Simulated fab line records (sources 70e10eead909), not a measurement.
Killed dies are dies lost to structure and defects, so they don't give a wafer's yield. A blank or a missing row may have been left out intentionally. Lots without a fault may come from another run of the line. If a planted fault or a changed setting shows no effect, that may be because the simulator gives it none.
Which tool was responsible? / flow nand-harc / Sampling: 12 lots, 36 wafers, 6 of 1159 route steps

WHAT THE GAUGES SHOWED, per wafer
NHARC_P_ZERO_WELL_INSPECT_43.
lot=L379; measured=day 2 01:31; on=defect-inspect-02; raw-defect-count=12 14 11
lot=L381; measured=day 2 13:35; on=defect-inspect-01; raw-defect-count=18 16 9
lot=L382; measured=day 2 19:28; on=defect-inspect-01; raw-defect-count=8 9 13
lot=L383; measured=day 3 01:24; on=defect-inspect-01; raw-defect-count=14 18 11
lot=L384; measured=day 3 07:45; on=defect-inspect-01; raw-defect-count=11 11 17
lot=L387; measured=day 4 02:09; on=defect-inspect-02; raw-defect-count=14 4 6
lot=L390; measured=day 4 19:30; on=defect-inspect-02; raw-defect-count=21 17 14
lot=L391; measured=day 5 01:45; on=defect-inspect-01; raw-defect-count=12 13 4
lot=L396; measured=day 6 07:35; on=defect-inspect-02; raw-defect-count=24 13 12
lot=L398; measured=day 6 19:44; on=defect-inspect-02; raw-defect-count=11 23 12
lot=L399; measured=day 7 01:40; on=defect-inspect-02; raw-defect-count=13 15 30
lot=L401; measured=day 7 13:48; on=defect-inspect-02; raw-defect-count=23 19 19

NHARC_P_GATE_CD_MEAS_26: the cd target is 120 nm.
lot=L379; measured=day 5 01:19; on=cd-sem-03; cd-nm (nm)=119.5 119.6 119.5
lot=L381; measured=day 5 08:22; on=cd-sem-02; cd-nm (nm)=119.9 119.1 120.0
lot=L382; measured=day 5 15:46; on=cd-sem-03; cd-nm (nm)=119.7 119.1 118.7
lot=L383; measured=day 5 16:18; on=cd-sem-02; cd-nm (nm)=119.7 119.4 119.7
lot=L384; measured=day 6 07:08; on=cd-sem-03; cd-nm (nm)=119.9 119.6 119.2
lot=L387; measured=day 7 00:16; on=cd-sem-01; cd-nm (nm)=120.8 121.2 121.3
lot=L390; measured=day 7 23:59; on=cd-sem-02; cd-nm (nm)=127.6 126.8 127.6
lot=L391; measured=day 7 23:50; on=cd-sem-03; cd-nm (nm)=127.5 127.7 126.8
lot=L396; measured=day 9 08:04; on=cd-sem-03; cd-nm (nm)=120.3 120.4 120.8
lot=L398; measured=day 9 17:31; on=cd-sem-01; cd-nm (nm)=120.6 120.3 120.5
lot=L399; measured=day 10 00:29; on=cd-sem-02; cd-nm (nm)=119.7 119.8 120.2
lot=L401; measured=day 10 06:35; on=cd-sem-01; cd-nm (nm)=120.8 119.8 120.8

NHARC_END_SORT_01.
lot=L390; measured=day 22 03:00; on=prober-01; killed-at-array=41 42 35; killed-at-other=0 1 2; killed-at-periphery=3 5 3; killed-dies=44 48 40; killed-open=4 5 3; killed-short=1 1 1
lot=L391; measured=day 22 18:50; on=prober-02; killed-at-array=36 24 24; killed-at-other=1 0 2; killed-at-periphery=6 7 4; killed-dies=43 31 30; killed-open=8 5 3; killed-short=1 2 3

WHICH TOOL RAN EACH LOT (tool, then ch and the chambers of the sampled wafers, then the start)
lot=L379; NHARC_P_ZERO_WELL_DESCUM_13=rie-diel-05 ch 0,2,3, day 1 19:18; NHARC_P_GATE_PEB_24=litho-track-06 ch 0, day 5 01:14; NHARC_P_GATE_STRIP_95=plasma-asher-02 ch 0,1, day 5 19:12
lot=L381; NHARC_P_ZERO_WELL_DESCUM_13=rie-diel-06 ch 1,2, day 2 07:23; NHARC_P_GATE_PEB_24=litho-track-06 ch 0, day 5 08:17; NHARC_P_GATE_STRIP_95=plasma-asher-02 ch 0,1, day 6 02:14
lot=L382; NHARC_P_ZERO_WELL_DESCUM_13=rie-diel-10 ch 0,1,3, day 2 13:26; NHARC_P_GATE_PEB_24=litho-track-06 ch 0, day 5 15:41; NHARC_P_GATE_STRIP_95=plasma-asher-02 ch 0,1, day 6 08:49
lot=L383; NHARC_P_ZERO_WELL_DESCUM_13=rie-diel-05 ch 2,3, day 2 19:16; NHARC_P_GATE_PEB_24=litho-track-06 ch 0, day 5 16:13; NHARC_P_GATE_STRIP_95=plasma-asher-01 ch 0, day 6 09:25
lot=L384; NHARC_P_ZERO_WELL_DESCUM_13=rie-diel-05 ch 0,1,3, day 3 01:25; NHARC_P_GATE_PEB_24=litho-track-04 ch 0, day 6 07:04; NHARC_P_GATE_STRIP_95=plasma-asher-02 ch 0,1, day 7 00:04
lot=L387; NHARC_P_ZERO_WELL_DESCUM_13=rie-diel-05 ch 0,2,3, day 3 19:34; NHARC_P_GATE_PEB_24=litho-track-01 ch 0, day 7 00:11; NHARC_P_GATE_STRIP_95=plasma-asher-02 ch 0,1, day 7 18:11
lot=L390; NHARC_P_ZERO_WELL_DESCUM_13=rie-diel-05 ch 1,3, day 4 13:17; NHARC_P_GATE_PEB_24=litho-track-06 ch 0, day 7 23:55; NHARC_P_GATE_STRIP_95=plasma-asher-01 ch 0,1, day 8 22:06
lot=L391; NHARC_P_ZERO_WELL_DESCUM_13=rie-diel-06 ch 0,1,3, day 4 19:31; NHARC_P_GATE_PEB_24=litho-track-06 ch 0, day 7 23:45; NHARC_P_GATE_STRIP_95=plasma-asher-01 ch 0,1, day 8 17:12
lot=L396; NHARC_P_ZERO_WELL_DESCUM_13=rie-diel-05 ch 2,3, day 6 01:25; NHARC_P_GATE_PEB_24=litho-track-01 ch 0, day 9 07:59; NHARC_P_GATE_STRIP_95=plasma-asher-02 ch 0,1, day 10 00:41
lot=L398; NHARC_P_ZERO_WELL_DESCUM_13=rie-diel-06 ch 0,1,2, day 6 13:34; NHARC_P_GATE_PEB_24=litho-track-04 ch 0, day 9 17:26; NHARC_P_GATE_STRIP_95=plasma-asher-02 ch 0,1, day 10 10:23
lot=L399; NHARC_P_ZERO_WELL_DESCUM_13=rie-diel-05 ch 2,3, day 6 19:24; NHARC_P_GATE_PEB_24=litho-track-04 ch 0, day 10 00:25; NHARC_P_GATE_STRIP_95=plasma-asher-02 ch 0,1, day 10 16:59
lot=L401; NHARC_P_ZERO_WELL_DESCUM_13=rie-diel-10 ch 0,2,3, day 7 07:25; NHARC_P_GATE_PEB_24=litho-track-01 ch 0, day 10 06:30; NHARC_P_GATE_STRIP_95=plasma-asher-02 ch 1, day 10 23:19
- NHARC_P_ZERO_WELL_DESCUM_13: chemistry O2, time 3 s.
- NHARC_P_GATE_PEB_24: peb time 65 s.
- NHARC_P_GATE_STRIP_95: strips in O2.

AS READ BY THE TOOLS THEMSELVES (means over the sampled wafers that have a number; for cases with no such wafer, the mark the record gives instead)
NHARC_P_ZERO_WELL_DESCUM_13.
lot=L379; tool=rie-diel-05; drypump-motor-current-A (A)=5.7; oes-product-au (a.u.)=1.004; rf-vpp-V (V)=57.9; showerhead-plenum-p-Torr (Torr)=1.99; throttle-valve-pct (%)=11.320
lot=L381; tool=rie-diel-06; drypump-motor-current-A (A)=5.4; oes-product-au (a.u.)=1.003; rf-vpp-V (V)=57.9; showerhead-plenum-p-Torr (Torr)=1.88; throttle-valve-pct (%)=11.311
lot=L382; tool=rie-diel-10; drypump-motor-current-A (A)=5.9; oes-product-au (a.u.)=0.990; rf-vpp-V (V)=58.2; showerhead-plenum-p-Torr (Torr)=1.90; throttle-valve-pct (%)=11.312
lot=L383; tool=rie-diel-05; drypump-motor-current-A (A)=5.8; oes-product-au (a.u.)=0.999; rf-vpp-V (V)=57.8; showerhead-plenum-p-Torr (Torr)=2.04; throttle-valve-pct (%)=11.322
lot=L384; tool=rie-diel-05; drypump-motor-current-A (A)=6.0; oes-product-au (a.u.)=1.017; rf-vpp-V (V)=58.0; showerhead-plenum-p-Torr (Torr)=1.94; throttle-valve-pct (%)=11.309
lot=L387; tool=rie-diel-05; drypump-motor-current-A (A)=5.7; oes-product-au (a.u.)=1.007; rf-vpp-V (V)=57.6; showerhead-plenum-p-Torr (Torr)=1.99; throttle-valve-pct (%)=11.322
lot=L390; tool=rie-diel-05; drypump-motor-current-A (A)=6.2; oes-product-au (a.u.)=0.995; rf-vpp-V (V)=57.8; showerhead-plenum-p-Torr (Torr)=2.00; throttle-valve-pct (%)=11.315
lot=L391; tool=rie-diel-06; drypump-motor-current-A (A)=6.0; oes-product-au (a.u.)=0.993; rf-vpp-V (V)=58.1; showerhead-plenum-p-Torr (Torr)=1.93; throttle-valve-pct (%)=11.310
lot=L396; tool=rie-diel-05; drypump-motor-current-A (A)=5.9; oes-product-au (a.u.)=1.003; rf-vpp-V (V)=58.5; showerhead-plenum-p-Torr (Torr)=2.04; throttle-valve-pct (%)=11.302
lot=L398; tool=rie-diel-06; drypump-motor-current-A (A)=5.6; oes-product-au (a.u.)=1.006; rf-vpp-V (V)=57.6; showerhead-plenum-p-Torr (Torr)=1.93; throttle-valve-pct (%)=11.317
lot=L399; tool=rie-diel-05; drypump-motor-current-A (A)=5.8; oes-product-au (a.u.)=1.005; rf-vpp-V (V)=58.0; showerhead-plenum-p-Torr (Torr)=2.04; throttle-valve-pct (%)=11.315
lot=L401; tool=rie-diel-10; drypump-motor-current-A (A)=5.8; oes-product-au (a.u.)=0.998; rf-vpp-V (V)=58.4; showerhead-plenum-p-Torr (Torr)=1.88; throttle-valve-pct (%)=11.312

NHARC_P_GATE_PEB_24.
lot=L379; tool=litho-track-06; heater-power-total-W (W)=156.9; plate-temp-C (C)=100.02
lot=L381; tool=litho-track-06; heater-power-total-W (W)=156.8; plate-temp-C (C)=100.11
lot=L382; tool=litho-track-06; heater-power-total-W (W)=156.7; plate-temp-C (C)=100.05
lot=L383; tool=litho-track-06; heater-power-total-W (W)=156.3; plate-temp-C (C)=99.99
lot=L384; tool=litho-track-04; heater-power-total-W (W)=156.9; plate-temp-C (C)=99.98
lot=L387; tool=litho-track-01; heater-power-total-W (W)=156.6; plate-temp-C (C)=100.10
lot=L390; tool=litho-track-06; heater-power-total-W (W)=152.6; plate-temp-C (C)=98.20
lot=L391; tool=litho-track-06; heater-power-total-W (W)=152.6; plate-temp-C (C)=98.18
lot=L396; tool=litho-track-01; heater-power-total-W (W)=156.6; plate-temp-C (C)=99.91
lot=L398; tool=litho-track-04; heater-power-total-W (W)=156.8; plate-temp-C (C)=100.09
lot=L399; tool=litho-track-04; heater-power-total-W (W)=156.8; plate-temp-C (C)=99.98
lot=L401; tool=litho-track-01; heater-power-total-W (W)=156.7; plate-temp-C (C)=99.90

NHARC_P_GATE_STRIP_95.
lot=L379; tool=plasma-asher-02; drypump-motor-current-A (A)=6.2; heater-power-w (W)=323
lot=L381; tool=plasma-asher-02; drypump-motor-current-A (A)=6.1; heater-power-w (W)=313
lot=L382; tool=plasma-asher-02; drypump-motor-current-A (A)=6.2; heater-power-w (W)=321
lot=L383; tool=plasma-asher-01; drypump-motor-current-A (A)=5.6; heater-power-w (W)=327
lot=L384; tool=plasma-asher-02; drypump-motor-current-A (A)=6.1; heater-power-w (W)=318
lot=L387; tool=plasma-asher-02; drypump-motor-current-A (A)=6.2; heater-power-w (W)=322
lot=L390; tool=plasma-asher-01; drypump-motor-current-A (A)=5.2; heater-power-w (W)=395
lot=L391; tool=plasma-asher-01; drypump-motor-current-A (A)=5.4; heater-power-w (W)=360
lot=L396; tool=plasma-asher-02; drypump-motor-current-A (A)=6.1; heater-power-w (W)=324
lot=L398; tool=plasma-asher-02; drypump-motor-current-A (A)=6.1; heater-power-w (W)=321
lot=L399; tool=plasma-asher-02; drypump-motor-current-A (A)=6.2; heater-power-w (W)=331
lot=L401; tool=plasma-asher-02; drypump-motor-current-A (A)=6.2; heater-power-w (W)=335

THE ANSWER, worked out from the rows above alone
Rule: what is usual is taken from the lots themselves. Put in order of their means at a reading, lots are off if they are a third of the lots or fewer, leave a main group of 4 or more, and stand apart from it by a gap of 3 or more times the standard deviation of the main group's means; of several such gaps the widest counts. A main group whose means are all the same, to the digits that the tables above print for the reading, isn't used. A lot without any number at a reading at which 4 lots or more have one is off too. Where the step has rows for the other lots, those lots are counted as sound. The gauges are gone through in route order, then the tools' own readings, and for those a lot's mean is taken as printed above. The first step at which some lot is off is used, and at that step the reading that is off furthest; a lot without a number counts as furthest.
Off, at NHARC_P_GATE_CD_MEAS_26 on cd-nm: L390, L391. For the main group the mean is 120.0 nm and the standard deviation 0.57.
A tool fits if, at a process step before that reading, it ran every lot that is off, and no sound lot after the first of them. The gauges at NHARC_P_GATE_CD_MEAS_26 aren't tried: what is off there is off at NHARC_P_GATE_PEB_24 too, on other tools, and a gauge's error can't cause that. One candidate fits, namely litho-track-06 at NHARC_P_GATE_PEB_24. A fault onset in the window from L383 (day 5 16:13, its last sound lot) to L391 (day 7 23:45, its first lot off) fits.
The tool's own readings at NHARC_P_GATE_PEB_24 bear it out: on the lots that are off they differ by more than 5 times the standard deviation of the sound lots' means. heater-power-total-W reads 152.6 W there against 156.7 W on the sound lots; plate-temp-C reads 98.19 C there against 100.01 C on the sound lots.

WHAT THE SIMULATOR HAD PUT IN
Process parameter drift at NHARC_P_GATE_PEB_24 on litho-track-06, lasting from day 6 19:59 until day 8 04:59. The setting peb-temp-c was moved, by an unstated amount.
Lots struck among those shown: L390, L391. The rule given above showed the same thing.
